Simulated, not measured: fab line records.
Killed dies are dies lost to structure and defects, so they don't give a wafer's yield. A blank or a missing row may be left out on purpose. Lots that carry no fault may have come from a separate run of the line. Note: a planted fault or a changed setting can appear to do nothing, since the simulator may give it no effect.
Split-lot experiment / flow n5_finfet / 21 wafers read across 7 lots, on a route 1938 steps long

## THE SPLIT ITSELF
At N5_DUMMY_GATE_ETCH_42 (etches SiO2 in CHF3/O2, target depth 3.5 nm, time 31 s), the setting bias_w was moved away from the recipe's 12 W on 7 of the 21 wafers read, by -13.1% to +17.1%. For the rest of the wafers, this setting stayed at what the recipe calls for.

The reading is taken at the split's own step.

## THE READING
rf_vpp_V, in V, at N5_DUMMY_GATE_ETCH_42 (etches SiO2 in CHF3/O2, target depth 3.5 nm, time 31 s). Fault-free wafers of this fab line usually give 42.4 V, standard deviation 1 V.

wafer=L074.1; tool, chamber at the split=rie_diel-02, 0; bias_w as run, W=12; against the recipe=recipe; rf_vpp_V, V=42.2; against lot-mates on the recipe=-
wafer=L074.3; tool, chamber at the split=rie_diel-02, 1; bias_w as run, W=12; against the recipe=recipe; rf_vpp_V, V=42.4; against lot-mates on the recipe=-
wafer=L074.5; tool, chamber at the split=rie_diel-02, 1; bias_w as run, W=12; against the recipe=recipe; rf_vpp_V, V=43.3; against lot-mates on the recipe=-
wafer=L077.3; tool, chamber at the split=rie_diel-02, 1; bias_w as run, W=12; against the recipe=recipe; rf_vpp_V, V=41.1; against lot-mates on the recipe=-
wafer=L077.4; tool, chamber at the split=rie_diel-02, 0; bias_w as run, W=12.7; against the recipe=+5.8%; rf_vpp_V, V=44.1; against lot-mates on the recipe=+3.0
wafer=L077.6; tool, chamber at the split=rie_diel-02, 1; bias_w as run, W=12.7; against the recipe=+5.8%; rf_vpp_V, V=44.6; against lot-mates on the recipe=+3.5
wafer=L080.2; tool, chamber at the split=rie_diel-04, 1; bias_w as run, W=12; against the recipe=recipe; rf_vpp_V, V=43.0; against lot-mates on the recipe=-
wafer=L080.4; tool, chamber at the split=rie_diel-04, 0; bias_w as run, W=12; against the recipe=recipe; rf_vpp_V, V=43.1; against lot-mates on the recipe=-
wafer=L080.6; tool, chamber at the split=rie_diel-04, 3; bias_w as run, W=12; against the recipe=recipe; rf_vpp_V, V=42.8; against lot-mates on the recipe=-
wafer=L082.1; tool, chamber at the split=rie_diel-02, 3; bias_w as run, W=12; against the recipe=recipe; rf_vpp_V, V=41.9; against lot-mates on the recipe=-
wafer=L082.2; tool, chamber at the split=rie_diel-02, 0; bias_w as run, W=10.43; against the recipe=-13.1%; rf_vpp_V, V=36.6; against lot-mates on the recipe=-5.3
wafer=L082.6; tool, chamber at the split=rie_diel-02, 1; bias_w as run, W=10.43; against the recipe=-13.1%; rf_vpp_V, V=39.6; against lot-mates on the recipe=-2.3
wafer=L084.2; tool, chamber at the split=rie_diel-01, 0; bias_w as run, W=12; against the recipe=recipe; rf_vpp_V, V=42.6; against lot-mates on the recipe=-
wafer=L084.4; tool, chamber at the split=rie_diel-01, 3; bias_w as run, W=13.74; against the recipe=+14.5%; rf_vpp_V, V=46.9; against lot-mates on the recipe=+3.6
wafer=L084.6; tool, chamber at the split=rie_diel-01, 0; bias_w as run, W=12; against the recipe=recipe; rf_vpp_V, V=44.0; against lot-mates on the recipe=-
wafer=L091.2; tool, chamber at the split=rie_diel-01, 1; bias_w as run, W=12; against the recipe=recipe; rf_vpp_V, V=42.9; against lot-mates on the recipe=-
wafer=L091.3; tool, chamber at the split=rie_diel-01, 3; bias_w as run, W=12; against the recipe=recipe; rf_vpp_V, V=41.1; against lot-mates on the recipe=-
wafer=L091.4; tool, chamber at the split=rie_diel-01, 0; bias_w as run, W=12; against the recipe=recipe; rf_vpp_V, V=42.6; against lot-mates on the recipe=-
wafer=L094.1; tool, chamber at the split=rie_diel-02, 1; bias_w as run, W=14.05; against the recipe=+17.1%; rf_vpp_V, V=46.3; against lot-mates on the recipe=+5.3
wafer=L094.2; tool, chamber at the split=rie_diel-02, 3; bias_w as run, W=14.05; against the recipe=+17.1%; rf_vpp_V, V=48.1; against lot-mates on the recipe=+7.1
wafer=L094.3; tool, chamber at the split=rie_diel-02, 2; bias_w as run, W=12; against the recipe=recipe; rf_vpp_V, V=41.0; against lot-mates on the recipe=-

FIT RESULTS
A straight line over all 21 wafers: rf_vpp_V changes by +0.303 V for each +1% of bias_w; r = +0.93; the points scatter about the line by 0.95 V.
The same after taking each lot's own level away (the mean of its wafers on the recipe; 21 wafers): +0.328 V for each +1%; r = +0.94; scatter 0.9 V.
On that fit, the largest move of bias_w shifts the reading by 5.6 V.
Measured against the standard deviation above, the lots' own levels, which go from 41.00 to 43.30 V, span 2.3 times it.
Hence the lot-to-lot level has little effect on the slope; both slopes agree.
Check: +5.95 V against its lot-mates is what the line predicts for one of the wafers moved furthest among these (+17.1%) when that wafer is left out of the fit. Against them it came out at +5.3 V.
Tool readings at the split's step, against how far the setting was moved: rf_vpp_V r = +0.93.

## OTHER SPLITS ON THESE WAFERS
Other splits were also applied to these wafers ahead of the reading. Each is held against what the fit with the lots' levels taken away leaves over:
other split on the same wafers=N5_WELL_APT_COAT_02 spin_rpm; wafers away from the commonest value=5; r with rf_vpp_V (lot level and that fit taken away)=-0.02
other split on the same wafers=N5_WELL_APT_EXPOSE_05 dose_mj; wafers away from the commonest value=9; r with rf_vpp_V (lot level and that fit taken away)=-0.17
other split on the same wafers=N5_WELL_APT_PEB_23 peb_temp_c; wafers away from the commonest value=8; r with rf_vpp_V (lot level and that fit taken away)=-0.01
other split on the same wafers=N5_WELL_APT_DEVELOP_24 develop_time_s; wafers away from the commonest value=9; r with rf_vpp_V (lot level and that fit taken away)=+0.35
other split on the same wafers=N5_FIN_SAQP_ETCH_52 source_w; wafers away from the commonest value=6; r with rf_vpp_V (lot level and that fit taken away)=-0.40

## FILE'S OWN FIT
rf_vpp_V changes by +0.322 V for each +1% of bias_w, r = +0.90.
